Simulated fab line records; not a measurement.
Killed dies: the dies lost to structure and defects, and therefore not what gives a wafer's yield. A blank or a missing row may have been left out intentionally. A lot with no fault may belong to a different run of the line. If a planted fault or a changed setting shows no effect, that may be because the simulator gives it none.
Matching of chambers | flow n5-finfet | N5_BEOL_M4_ETCH_74 on rie-diel-06: 4 sister chambers
The step etches underlayer in N2/H2, target depth 6.5 nm, time 5.2 s. 8 wafers are shown with their chamber, then 10 later ones without.

== WAFERS PAIRED WITH THEIR CHAMBERS ==
wafer  | chamber | drypump-motor-current-A (A) | showerhead-plenum-p-Torr (Torr)
L084.2 | 3       | 5.4                         | 2.70
L092.3 | 0       | 5.8                         | 2.61
L092.6 | 0       | 5.7                         | 2.61
L094.1 | 1       | 6.6                         | 2.60
L094.2 | 2       | 6.3                         | 2.50
L094.3 | 3       | 5.4                         | 2.69
L094.4 | 2       | 6.3                         | 2.50
L094.5 | 1       | 6.6                         | 2.60

== WAFERS WITH NO CHAMBER GIVEN ==
wafer  | drypump-motor-current-A (A) | showerhead-plenum-p-Torr (Torr)
L094.6 | 5.4                         | 2.69
L095.2 | 5.7                         | 2.60
L095.4 | 5.4                         | 2.69
L095.6 | 5.7                         | 2.61
L097.1 | 5.8                         | 2.60
L097.2 | 6.3                         | 2.50
L097.3 | 6.6                         | 2.60
L097.4 | 5.4                         | 2.69
L097.5 | 6.3                         | 2.50
L097.6 | 6.6                         | 2.60

== EACH ONE'S CHAMBER ==
wafer  | from the rows above | in truth
L094.6 | 3                   | 3
L095.2 | 0                   | 0
L095.4 | 3                   | 3
L095.6 | 0                   | 0
L097.1 | 0                   | 0
L097.2 | 2                   | 2
L097.3 | 1                   | 1
L097.4 | 3                   | 3
L097.5 | 2                   | 2
L097.6 | 1                   | 1
Placed correctly: 10 of 10. From these rows, 0 cannot be placed. 0 placed wrongly.
How it was worked out, from the rows above alone: a wafer's distance from a chamber is the root of the sum, over the readings, of the square of ((its reading less the chamber's mean) divided by the reading's scatter). The wafer belongs to the nearest chamber; if the next one is less than 2 further off, it can't be placed. For every chamber, the mean is computed from those of its wafers that are shown. The scatter is the square root of a quotient: the sum, over the shown wafers, of each reading's squared deviation from its chamber's mean, divided by wafers minus chambers.
